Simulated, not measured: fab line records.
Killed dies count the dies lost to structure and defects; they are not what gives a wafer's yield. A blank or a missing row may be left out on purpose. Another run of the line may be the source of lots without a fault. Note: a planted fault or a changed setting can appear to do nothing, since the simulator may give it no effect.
What tool caused it? + flow nand-harc + Sampling: 11 lots, 33 wafers, 5 of 1302 route steps

WHAT EACH GAUGE READ, for each wafer
NHARC_END_SORT_01.
| lot  | measured     | on        | killed-at-array | killed-at-other | killed-at-periphery | killed-dies | killed-open | killed-short |
|------|--------------|-----------|-----------------|-----------------|---------------------|-------------|-------------|--------------|
| L937 | day 30 13:58 | prober-02 | 109 134 108     | 0 0 0           | 0 0 2               | 109 134 110 | 2 1 2       | 1 3 2        |
| L940 | day 31 17:05 | prober-02 | 130 114 108     | 0 0 0           | 6 5 6               | 136 119 114 | 5 2 3       | 0 3 1        |

WHAT TOOL EACH LOT RAN ON (gives the tool, then ch and the chambers of the sampled wafers, and finally the start)
| lot  | NHARC_A_STAIRCASE_ETCH_292         | NHARC_A_BONDPAD_DESCUM_11          | NHARC_A_BONDPAD_STRIP_15           | NHARC_THIN_TSV_PRE_CLEAN_54  |
|------|------------------------------------|------------------------------------|------------------------------------|------------------------------|
| L922 | rie-diel-12 ch 0,1,2, day 16 11:07 | rie-diel-04 ch 0,1,2, day 23 13:34 | rie-diel-03 ch 1,2, day 23 13:56   | pvd-sputter-03, day 24 10:58 |
| L926 | rie-diel-08 ch 0,3, day 18 12:52   | rie-diel-08 ch 2,3, day 25 01:59   | rie-diel-03 ch 0,3, day 25 02:25   | pvd-sputter-01, day 26 02:17 |
| L929 | rie-diel-12 ch 0,1,2, day 20 02:52 | rie-diel-08 ch 1,2,3, day 26 05:59 | rie-diel-03 ch 1,2,3, day 26 06:26 | pvd-sputter-03, day 27 00:58 |
| L930 | rie-diel-11 ch 2,3, day 20 11:17   | rie-diel-03 ch 1,2,3, day 26 17:43 | rie-diel-03 ch 2,3, day 26 18:06   | pvd-sputter-02, day 27 13:29 |
| L932 | rie-diel-08 ch 2,3, day 21 09:10   | rie-diel-08 ch 1,2, day 27 14:20   | rie-diel-08 ch 0,1,2, day 27 14:44 | pvd-sputter-02, day 28 08:38 |
| L933 | rie-diel-12 ch 0,3, day 21 09:37   | rie-diel-04 ch 1,3, day 27 12:27   | rie-diel-04 ch 0,1, day 27 12:50   | pvd-sputter-02, day 28 09:35 |
| L934 | rie-diel-12 ch 0,2, day 22 00:39   | rie-diel-03 ch 0,1,3, day 28 04:20 | rie-diel-03 ch 0,1,2, day 28 04:46 | pvd-sputter-01, day 29 00:05 |
| L936 | rie-diel-12 ch 0,1,3, day 22 23:46 | rie-diel-03 ch 0,2, day 29 10:08   | rie-diel-04 ch 1,2, day 29 10:31   | pvd-sputter-03, day 30 03:59 |
| L938 | rie-diel-08 ch 1,2, day 23 01:26   | rie-diel-08 ch 1,2, day 29 15:39   | rie-diel-04 ch 0,1,3, day 29 16:05 | pvd-sputter-02, day 30 11:19 |
| L937 | rie-diel-12 ch 1,2, day 23 05:22   | rie-diel-03 ch 0,3, day 29 08:08   | rie-diel-03 ch 2,3, day 29 08:33   | pvd-sputter-02, day 30 05:07 |
| L940 | rie-diel-12 ch 0,1, day 24 07:53   | rie-diel-03 ch 0,2,3, day 30 11:17 | rie-diel-04 ch 0,2, day 30 11:41   | pvd-sputter-02, day 31 06:56 |
- NHARC_A_STAIRCASE_ETCH_292: etches the open film in CF4/CHF3.
- NHARC_A_BONDPAD_DESCUM_11: chemistry O2, time 3 s.
- NHARC_A_BONDPAD_STRIP_15: strips in O2.
- NHARC_THIN_TSV_PRE_CLEAN_54: time 30 s.

WHAT THE TOOLS THEMSELVES READ (means of the sampled wafers that have a number; where no wafer has one, the mark that the record gives instead)
NHARC_A_STAIRCASE_ETCH_292.
| lot  | tool        | drypump-motor-current-A (A) | oes-product-au (a.u.) | rf-vpp-V (V) | showerhead-plenum-p-Torr (Torr) | throttle-valve-pct (%) |
|------|-------------|-----------------------------|-----------------------|--------------|---------------------------------|------------------------|
| L922 | rie-diel-12 | 5.8                         | 0.968                 | 371.9        | 1.61                            | 16.800                 |
| L926 | rie-diel-08 | 5.5                         | 0.930                 | 369.7        | 1.55                            | 16.805                 |
| L929 | rie-diel-12 | 5.8                         | 0.973                 | 371.8        | 1.60                            | 16.800                 |
| L930 | rie-diel-11 | 6.1                         | 0.963                 | 372.4        | 1.63                            | 16.797                 |
| L932 | rie-diel-08 | 6.0                         | 0.923                 | 367.6        | 1.51                            | 16.809                 |
| L933 | rie-diel-12 | 5.9                         | 0.929                 | 372.3        | 1.59                            | 16.799                 |
| L934 | rie-diel-12 | 5.9                         | 0.938                 | 370.2        | 1.58                            | 16.810                 |
| L936 | rie-diel-12 | 5.8                         | 0.961                 | 372.4        | 1.61                            | 16.802                 |
| L938 | rie-diel-08 | 5.9                         | 0.931                 | 368.2        | 1.49                            | 16.796                 |
| L937 | rie-diel-12 | 5.7                         | 0.918                 | 372.0        | 1.62                            | 16.806                 |
| L940 | rie-diel-12 | 5.6                         | 0.931                 | 372.3        | 1.64                            | 16.789                 |

NHARC_A_BONDPAD_DESCUM_11.
| lot  | tool        | drypump-motor-current-A (A) | o2-flow-sccm (sccm) | oes-product-au (a.u.) | rf-vpp-V (V) | showerhead-plenum-p-Torr (Torr) | throttle-valve-pct (%) |
|------|-------------|-----------------------------|---------------------|-----------------------|--------------|---------------------------------|------------------------|
| L922 | rie-diel-04 | 5.4                         | 199.8               | 0.993                 | 58.2         | 1.97                            | 11.313                 |
| L926 | rie-diel-08 | 6.2                         | 199.3               | 0.992                 | 58.0         | 1.86                            | 11.316                 |
| L929 | rie-diel-08 | 6.0                         | 200.6               | 0.999                 | 58.3         | 1.92                            | 11.300                 |
| L930 | rie-diel-03 | 5.9                         | 199.9               | 1.006                 | 58.5         | 1.94                            | 11.306                 |
| L932 | rie-diel-08 | 6.1                         | 200.1               | 1.000                 | 57.8         | 1.95                            | 11.313                 |
| L933 | rie-diel-04 | 6.1                         | 200.5               | 0.985                 | 56.9         | 1.85                            | 11.316                 |
| L934 | rie-diel-03 | 5.8                         | 199.6               | 1.002                 | 58.0         | 1.87                            | 11.317                 |
| L936 | rie-diel-03 | 5.8                         | 200.5               | 1.001                 | 57.2         | 1.86                            | 11.311                 |
| L938 | rie-diel-08 | 6.1                         | 200.0               | 0.992                 | 58.2         | 1.94                            | 11.307                 |
| L937 | rie-diel-03 | 5.6                         | 200.0               | 1.005                 | 59.0         | 1.91                            | 11.304                 |
| L940 | rie-diel-03 | 5.7                         | 200.1               | 1.002                 | 57.0         | 1.92                            | 11.307                 |

NHARC_A_BONDPAD_STRIP_15.
| lot  | tool        | drypump-motor-current-A (A) | o2-flow-sccm (sccm) | oes-product-au (a.u.) | rf-vpp-V (V) | showerhead-plenum-p-Torr (Torr) | throttle-valve-pct (%) |
|------|-------------|-----------------------------|---------------------|-----------------------|--------------|---------------------------------|------------------------|
| L922 | rie-diel-03 | 6.1                         | 499.3               | 1.002                 | 56.9         | 3.59                            | 17.032                 |
| L926 | rie-diel-03 | 5.6                         | 499.9               | 1.000                 | 57.9         | 3.42                            | 17.029                 |
| L929 | rie-diel-03 | 5.9                         | 499.8               | 1.008                 | 56.8         | 3.57                            | 17.034                 |
| L930 | rie-diel-03 | 5.9                         | 500.0               | 0.998                 | 57.6         | 3.67                            | 17.030                 |
| L932 | rie-diel-08 | 5.7                         | 499.3               | 1.007                 | 57.2         | 3.67                            | 17.039                 |
| L933 | rie-diel-04 | 5.2                         | 500.0               | 0.998                 | 58.5         | 3.70                            | 17.037                 |
| L934 | rie-diel-03 | 6.0                         | 498.5               | 1.001                 | 57.7         | 3.47                            | 17.035                 |
| L936 | rie-diel-04 | 5.6                         | 500.3               | 0.997                 | 57.3         | 3.52                            | 17.044                 |
| L938 | rie-diel-04 | 5.6                         | 500.3               | 0.990                 | 57.3         | 3.56                            | 17.029                 |
| L937 | rie-diel-03 | 5.7                         | 499.3               | 0.997                 | 58.0         | 3.65                            | 17.041                 |
| L940 | rie-diel-04 | 5.4                         | 501.1               | 0.995                 | 58.5         | 3.52                            | 17.036                 |

NHARC_THIN_TSV_PRE_CLEAN_54.
| lot  | tool           | heater-power-w (W) |
|------|----------------|--------------------|
| L922 | pvd-sputter-03 | 395                |
| L926 | pvd-sputter-01 | 426                |
| L929 | pvd-sputter-03 | 377                |
| L930 | pvd-sputter-02 | 367                |
| L932 | pvd-sputter-02 | 353                |
| L933 | pvd-sputter-02 | 373                |
| L934 | pvd-sputter-01 | 423                |
| L936 | pvd-sputter-03 | 390                |
| L938 | pvd-sputter-02 | 365                |
| L937 | pvd-sputter-02 | 364                |
| L940 | pvd-sputter-02 | 360                |

THE ANSWER, worked out from the rows above alone
Rule: the lots themselves supply what counts as usual. The widest of any qualifying gaps counts: lots, ordered by their means at a reading, are off when they make up no more than a third of the lots, leave a main group of 4 or more, and stand apart from it by 3 or more times the standard deviation of that group's means. Not used: any main group whose means are identical at the precision the tables above print for the reading. A lot without any number at a reading at which 4 lots or more have one is off too. All remaining lots with rows at the step are treated as sound. After the gauges, taken in route order, come the tools' own readings; for these a lot's mean is taken, as printed above. At the first step where some lot is off, the reading lying furthest off is the one used; lots without a number count as furthest.
Nothing can be told from this: no lot is off at any reading shown.

WHAT WAS PUT IN BY THE SIMULATOR
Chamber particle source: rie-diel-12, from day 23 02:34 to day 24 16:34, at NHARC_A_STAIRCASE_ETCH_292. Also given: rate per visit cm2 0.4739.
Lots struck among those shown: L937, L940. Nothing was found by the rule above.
